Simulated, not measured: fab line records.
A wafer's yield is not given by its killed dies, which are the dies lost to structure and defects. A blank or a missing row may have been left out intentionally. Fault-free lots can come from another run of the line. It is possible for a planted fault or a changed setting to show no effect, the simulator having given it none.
A lot that was struck, set against a sound lot    flow n5 finfet    35 out of 1938 route steps
Sound: wafers L659.1, L659.3, L659.4. Struck: wafers L666.2, L666.4. (L666.3 of the same lot was not struck and is left out.) The cause comes at the end.
At each step with rows: each side's tool, then ch and its chambers, then its first start. Under that, the readings that differ: sound wafers    struck wafers    difference of the means    sigmas: that difference in standard deviations of wafers without a fault.
alike: words and numbers the same on both sides, and readings whose means are apart by under 2 such deviations; not compared: readings that were withheld, readings missing a value for some wafer, numbers with overlapping values and no deviation given by the record, and bounds like >300 which may hide the same value.
The two part at a step that has a row with sigmas, a row that says differs or no value, or rows on one side only. Numbers that don't overlap but have no deviation are shown without sigmas and don't part them. A reading missing from all wafers of one side parts the sides only when that side holds two or more wafers.

first, 8 steps without rows for these wafers: N5_BEOL_M10_SPUTTER_48 (material Cu, target thk 12 nm, time 2 s); N5_BEOL_M10_ECD_50 (material Cu, target thk 318 nm); N5_BEOL_M10_ANNEAL_51 (time 90 s); N5_BEOL_M10_CMP_52 (polishes, stops on SiCOH lowk, t overpolish 7 s, target thk 140 nm); N5_BEOL_M10_PRE_CLEAN_55 (time 15 s); N5_BEOL_M10_DEP_56 (deposits SiCN from 3MS/NH3, target thk 15 nm, time 26.5 s); N5_BEOL_M11_ILD_DEP_00 (deposits SiCOH lowk from DEMS/porogen, target thk 308.51 nm, time 58 s); N5_BEOL_M11_CURE_71 (cures SiCOH lowk, time 240 s).
N5_BEOL_M11_PECVD_70: deposits SiO2 from TEOS/O2, target thk 20 nm, time 22.7 s.
  sound on pecvd-01 ch 0,2, day 11 10:49; struck on pecvd-01 ch 1,2, day 14 06:41
reading                                      sound           struck   difference  sigmas
model.SiO2_of_BEOL_M11_PECVD_70.thk nm (nm)  19.6 19.4 19.6  14 14.8  -5          
  alike: heater power w, showerhead plenum p Torr, throttle valve pct
then, 24 steps without rows for these wafers: N5_BEOL_M11_HM_DEP_02 (deposits TiN, target thk 20 nm); N5_BEOL_M11_COAT_59 (time 60 s, resist thk 100 nm); N5_BEOL_M11_COAT_60 (time 60 s, resist thk 30 nm); N5_BEOL_M11_COAT_05 (resist thk 90 nm); N5_BEOL_M11_EBR_07; N5_BEOL_M11_SOFTBAKE_06 (time 60 s); N5_BEOL_M11_EXPOSE_08 (exposes mask M11); N5_BEOL_M11_PEB_09 (peb time 60 s); N5_BEOL_M11_DEVELOP_10 (develop time 30 s); N5_BEOL_M11_DESCUM_16 (chemistry O2, time 7.9 s); N5_BEOL_M11_ETCH_61 (etches SiARC in CF4, target depth 39 nm, time 65 s); N5_BEOL_M11_ETCH_62 (etches SOC in N2/H2, target depth 110 nm, overetch 22 nm, time 165 s); N5_BEOL_M11_STRIP_68 (strips in N2/H2); N5_BEOL_M11_STRIP_67 (strips in CF4); N5_BEOL_M11_HM_OPEN_17 (chemistry Cl2/BCl3, target TiN, target depth 20 nm, overetch 6 nm); N5_BEOL_M11_STRIP_19 (strips in O2); N5_BEOL_M11_COAT_63 (time 60 s, resist thk 100 nm); N5_BEOL_M11_COAT_64 (time 60 s, resist thk 30 nm); N5_BEOL_M11_COAT_22 (resist thk 90 nm); N5_BEOL_M11_EBR_24; N5_BEOL_M11_SOFTBAKE_23 (time 60 s); N5_BEOL_M11_EXPOSE_25 (exposes mask V10); N5_BEOL_M11_PEB_26 (peb time 60 s); N5_BEOL_M11_DEVELOP_27 (develop time 30 s).
N5_BEOL_M11_HM_STRIP_39: strips TiN in peroxide tin strip, target depth 25 nm, time 158 s.
  sound on wet bench-06 ch 2,4,5, day 11 14:58; struck on wet bench-03 ch 1,5, day 14 10:26
reading                                      sound           struck     difference  sigmas
model.SiO2_of_BEOL_M11_PECVD_70.thk nm (nm)  19.4 19.4 19.4  13.8 14.6  -5.2        
N5_BEOL_M11_CMP_52: polishes, stops on SiCOH lowk, t overpolish 7 s, target thk 140 nm.
  sound on cmp-04 ch 1,2,3, day 11 17:14; struck on cmp-01 ch 0,2, day 14 12:34
reading                       sound           struck     difference  sigmas
barrier field endpoint s (s)  28.5 29.2 29.7  21.8 22.7  -6.9        -7
  alike: motor current A

== WHERE THEY PART ==
Only at N5_BEOL_M11_CMP_52, within this record.

WHY: what had been put in by the simulator
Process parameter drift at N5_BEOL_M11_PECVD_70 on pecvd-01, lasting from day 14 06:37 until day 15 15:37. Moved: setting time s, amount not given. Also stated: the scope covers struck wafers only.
